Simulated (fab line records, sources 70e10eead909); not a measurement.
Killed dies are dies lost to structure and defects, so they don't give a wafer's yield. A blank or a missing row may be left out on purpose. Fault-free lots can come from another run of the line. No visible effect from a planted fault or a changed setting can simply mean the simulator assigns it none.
The tool behind it: which one? | flow nand-harc | 6 lots with 18 wafers sampled at 3 steps, on a route of 1302 steps

== WHAT THE GAUGES READ, wafer by wafer ==
NHARC_P_GATE_CD_MEAS_26: the cd target is 120 nm.
lot  | measured     | on        | cd-nm (nm)
L846 | day 5 12:25  | cd-sem-02 | 120.3 120.1 120.4
L849 | day 6 14:18  | cd-sem-01 | 119.4 119.3 119.2
L853 | day 8 03:34  | cd-sem-03 | 119.6 120.0 119.8
L860 | day 11 04:16 | cd-sem-01 | 123.1 122.8 122.9
L865 | day 13 14:01 | cd-sem-02 | 120.3 119.7 119.9
L868 | day 14 14:01 | cd-sem-03 | 119.5 119.9 119.7

== EACH LOT AND THE TOOL THAT RAN IT (in order: tool; ch and the chambers of the sampled wafers; start) ==
lot  | NHARC_P_GATE_DEP_103            | NHARC_P_GATE_EXPOSE_23
L846 | pecvd-04 ch 0,1,2, day 5 11:44  | arfi-scanner-01 ch 0, day 5 12:17
L849 | pecvd-03 ch 0,1, day 6 13:45    | arfi-scanner-03 ch 0, day 6 14:10
L853 | pecvd-03 ch 0,1,2, day 8 02:53  | arfi-scanner-03 ch 0, day 8 03:26
L860 | pecvd-04 ch 0,1,2, day 11 03:29 | arfi-scanner-03 ch 0, day 11 04:07
L865 | pecvd-03 ch 0,1,2, day 13 13:24 | arfi-scanner-01 ch 0, day 13 13:53
L868 | pecvd-03 ch 0,1,2, day 14 13:20 | arfi-scanner-02 ch 0, day 14 13:53
- NHARC_P_GATE_DEP_103: deposits SiON, target thk 30 nm.
- NHARC_P_GATE_EXPOSE_23: exposes mask P GATE, target cd 120 nm.

== THE ANSWER, worked out from the rows above alone ==
Rule: what is usual is taken from the lots themselves. Put in order of their means at a reading, lots are off if they are a third of the lots or fewer, leave a main group of 4 or more, and stand apart from it by a gap of 3 or more times the standard deviation of the main group's means; of several such gaps the widest counts. If all means in a main group match to the digits the tables above print for the reading, that group is not used. A lot without any number at a reading at which 4 lots or more have one is off too. Where the step has rows for the other lots, those lots are counted as sound.
Off at NHARC_P_GATE_CD_MEAS_26 (cd-nm): L860. The main group: mean 119.8 nm, standard deviation 0.32.
A tool fits if, at a process step before that reading, it ran every lot that is off, and no sound lot after the first of them. The gauges at NHARC_P_GATE_CD_MEAS_26 are tried like those tools. Can't be told from this: 3 tools fit, pecvd-04 at NHARC_P_GATE_DEP_103, arfi-scanner-03 at NHARC_P_GATE_EXPOSE_23, cd-sem-01 at NHARC_P_GATE_CD_MEAS_26.

== WHAT THE SIMULATOR PUT IN ==
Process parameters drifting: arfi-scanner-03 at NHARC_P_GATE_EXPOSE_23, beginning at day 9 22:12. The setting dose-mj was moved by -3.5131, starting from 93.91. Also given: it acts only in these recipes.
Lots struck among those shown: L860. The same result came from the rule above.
